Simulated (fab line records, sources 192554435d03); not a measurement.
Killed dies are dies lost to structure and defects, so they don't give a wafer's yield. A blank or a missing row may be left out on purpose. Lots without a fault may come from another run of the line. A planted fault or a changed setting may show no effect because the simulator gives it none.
A struck lot beside a sound one | flow n5_finfet | 17 steps out of a route of 1938
Sound: wafers L439.1, L439.5, L439.6. Struck: wafers L431.2, L431.3, L431.5. The cause comes at the end.
At each step with rows: each side's tool, then ch and its chambers, then its first start. Under that, the readings that differ: sound wafers | struck wafers | difference of the means | sigmas: that difference in standard deviations of wafers without a fault.
alike: readings whose means differ by less than 2 such deviations, and words and numbers that are the same on both sides. not compared: withheld readings, readings that some wafer has no value for, bounds like >300 that may hide the same value, and numbers for which the record gives no deviation and whose values overlap.
The two part at a step that has a row with sigmas, a row that says differs or no value, or rows on one side only. Numbers that don't overlap but have no deviation are shown without sigmas and don't part them. A reading that every wafer of one side lacks parts them only if that side has two wafers or more.

N5_BEOL_M3_ANNEAL_82: time 240 s.
  sound on pvd_sputter-03, day 11 14:40; struck on pvd_sputter-03, day 9 10:57
  alike: heater_power_w, susceptor_temp_C_max
then, 1 step without rows for these wafers: N5_BEOL_M3_SPUTTER_86 (material Cu, target thk 4.5 nm, time 8.29 s).
N5_BEOL_M3_ANNEAL_87: time 240 s.
  sound on pvd_sputter-03, day 11 14:53; struck on pvd_sputter-03, day 9 11:10
  alike: heater_power_w, susceptor_temp_C_max
then, 3 steps without rows for these wafers: N5_BEOL_M3_SPUTTER_88 (material Cu, target thk 4.5 nm, time 8.29 s); N5_BEOL_M3_ANNEAL_89 (time 240 s); N5_BEOL_M3_SPUTTER_90 (material Cu, target thk 4.5 nm, time 8.29 s).
N5_BEOL_M3_ANNEAL_91: time 240 s.
  sound on pvd_sputter-03, day 11 15:20; struck on pvd_sputter-03, day 9 11:37
  alike: heater_power_w, susceptor_temp_C_max
then, 1 step without rows for these wafers: N5_BEOL_M3_SPUTTER_92 (material Cu, target thk 4.5 nm, time 8.29 s).
N5_BEOL_M3_ANNEAL_93: time 240 s.
  sound on pvd_sputter-03, day 11 15:33; struck on pvd_sputter-03, day 9 11:50
  alike: heater_power_w, susceptor_temp_C_max
then, 2 steps without rows for these wafers: N5_BEOL_M3_SPUTTER_94 (material Cu, target thk 4.5 nm, time 8.29 s); N5_BEOL_M3_ANNEAL_95 (time 240 s).
N5_BEOL_M3_SPUTTER_96: material Cu, target thk 4.5 nm, time 8.29 s.
  sound on pvd_sputter-03, day 11 15:55; struck on pvd_sputter-03, day 9 12:11
  alike: throttle_valve_pct
N5_BEOL_M3_ECD_50: material Cu, target thk 300 nm.
  sound on ecd_cu-02 ch 0,1, day 11 16:02; struck on ecd_cu-01 ch 0,1, day 9 12:18
then, 1 step without rows for these wafers: N5_BEOL_M3_ANNEAL_51 (time 90 s).
N5_BEOL_M3_CMP_52: polishes, stops on SiOC, t overpolish 6.8 s, target thk 40 nm.
  sound on cmp-04 ch 1,2, day 11 16:26; struck on cmp-04 ch 0,1,2, day 9 12:52
  reading                | sound    | struck | difference | sigmas
  time_to_endpoint_s (s) | 62 58 62 | 1 1 0  | -60        | -18
  alike: motor_current_A
N5_BEOL_M4_RC_MEAS_101:
  the record has rows for the sound wafers here (prober-01 ch 0, day 12 05:32) and none for the struck ones
-- the record jumps here: 5 days lie between the struck wafers' starts before and after (it left off in module BEOL_M4 and takes up again in module PASSIVATION, whose first step shown is number 1936 of the route) --
N5_PASSIVATION_PROBE_49:
  sound on prober-02, day 16 18:12; struck on prober-01, day 14 07:04
  reading                  | sound          | struck         | difference | sigmas
  defect_limited_yield (%) | 90.3 91.4 91.6 | 0 0 0          | -91        | -54
  killed_at_M0_to_M3       | 40 28 39       | 1105 1097 1109 | +1068      | +99 or more
  killed_dies              | 114 102 99     | 1180 1180 1180 | +1075      | +54
  killed_on_rim            | 11 13 12       | 152 152 152    | +140       | +35
  sort_bin_5_function (%)  | 5.7 4.6 4.7    | 96.7 96.4 97.8 | +92.0      | +84
  sort_n_pass              | 1066 1074 1080 | 0 0 0          | -1073      | -51
  sort_yield_pct (%)       | 90.3 91.0 91.5 | 0 0 0          | -91        | -53
  alike: killed_at_M4_up, killed_at_contacts, killed_at_front_end, killed_at_other, killed_open, killed_short, sort_bin_6_memory, sort_bin_8_speed

WHERE THEY PART
First at N5_BEOL_M3_CMP_52; last, within this record, at N5_PASSIVATION_PROBE_49.

WHY: what the simulator had put in
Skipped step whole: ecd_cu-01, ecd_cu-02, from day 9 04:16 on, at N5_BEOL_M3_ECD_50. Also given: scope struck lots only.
